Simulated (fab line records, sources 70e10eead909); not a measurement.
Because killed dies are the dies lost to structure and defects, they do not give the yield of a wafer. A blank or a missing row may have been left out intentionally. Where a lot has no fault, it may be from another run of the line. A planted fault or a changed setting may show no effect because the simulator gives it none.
Matching of chambers	flow nand_harc	ald_hk-02 running NHARC_A_CHANNEL_FILL_D1_ALD_14: 4 sister chambers
The step deposits SiO2, target thk 2.5 nm, pulse time 10 s, ald cycles 25. 20 wafers are shown with their chamber, then 10 later ones without.

WAFERS WITH THEIR CHAMBER
wafer	chamber	heater_power_w (W)	susceptor_temp_C (C)	precursor_pulse_height_rel
L074.1	0	487	299.71	0.980
L074.3	3	475	299.69	1.005
L074.6	3	485	299.88	1.008
L076.1	0	465	300.07	1.031
L076.4	2	462	300.08	1.017
L076.5	2	458	299.99	0.986
L079.1	0	492	300.03	0.990
L079.4	2	456	300.06	1.010
L079.6	1	432	300.05	0.999
L082.1	0	493	300.13	1.015
L082.2	1	432	299.97	1.023
L082.4	3	470	299.94	1.008
L086.1	2	491	299.90	0.998
L086.4	3	466	299.77	1.004
L086.6	0	480	300.07	1.009
L093.1	0	493	299.83	1.018
L093.2	3	494	299.54	0.987
L093.3	2	471	299.70	0.977
L094.3	0	484	299.92	1.017
L094.4	1	430	300.12	1.004

SIGNATURES (averages over the wafers above)
reading	chamber 0	chamber 1	chamber 2	chamber 3	scatter within a chamber
heater_power_w	484.86	431.33	467.60	478.00	11
susceptor_temp_C	299.9657	300.0467	299.9460	299.7640	0.147
precursor_pulse_height_rel	1.00857	1.00867	0.99760	1.00240	0.015
Rule: for each reading, subtract the chamber's mean from the wafer's reading, divide by that reading's scatter and square the result; add these up over the readings and take the root, which gives the wafer's distance from the chamber. The wafer belongs to the nearest chamber; if the next one is less than 2 further off, it can't be placed. How the scatter is found: for the shown wafers, subtract from each reading the mean of its chamber, square and add these, divide the total by (wafers less chambers), then take the root.

WAFERS MISSING THEIR CHAMBER
wafer	heater_power_w (W)	susceptor_temp_C (C)	precursor_pulse_height_rel
L094.6	482	300.02	1.053
L095.1	478	300.08	0.980
L095.2	504	299.88	1.026
L095.6	475	300.12	1.030
L096.2	474	300.01	0.980
L096.4	430	300.04	1.028
L096.5	500	299.99	1.057
L097.1	417	300.13	0.971
L097.3	497	300.04	0.998
L097.6	473	299.75	1.016

EACH ONE'S CHAMBER
wafer	from the rows above	in truth
L094.6	can't be placed: 0 or 3 or 2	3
L095.1	can't be placed: 2 or 0 or 3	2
L095.2	can't be placed: 0 or 3 or 2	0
L095.6	can't be placed: 0 or 2 or 3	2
L096.2	can't be placed: 2 or 0 or 3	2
L096.4	1	1
L096.5	can't be placed: 0 or 3 or 2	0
L097.1	1	1
L097.3	can't be placed: 0 or 3 or 2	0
L097.6	can't be placed: 3 or 2 or 0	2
2 of 10 placed correctly. From these rows, 8 cannot be placed; in 8 the true chamber is one of the candidates. Placed wrongly: 0.
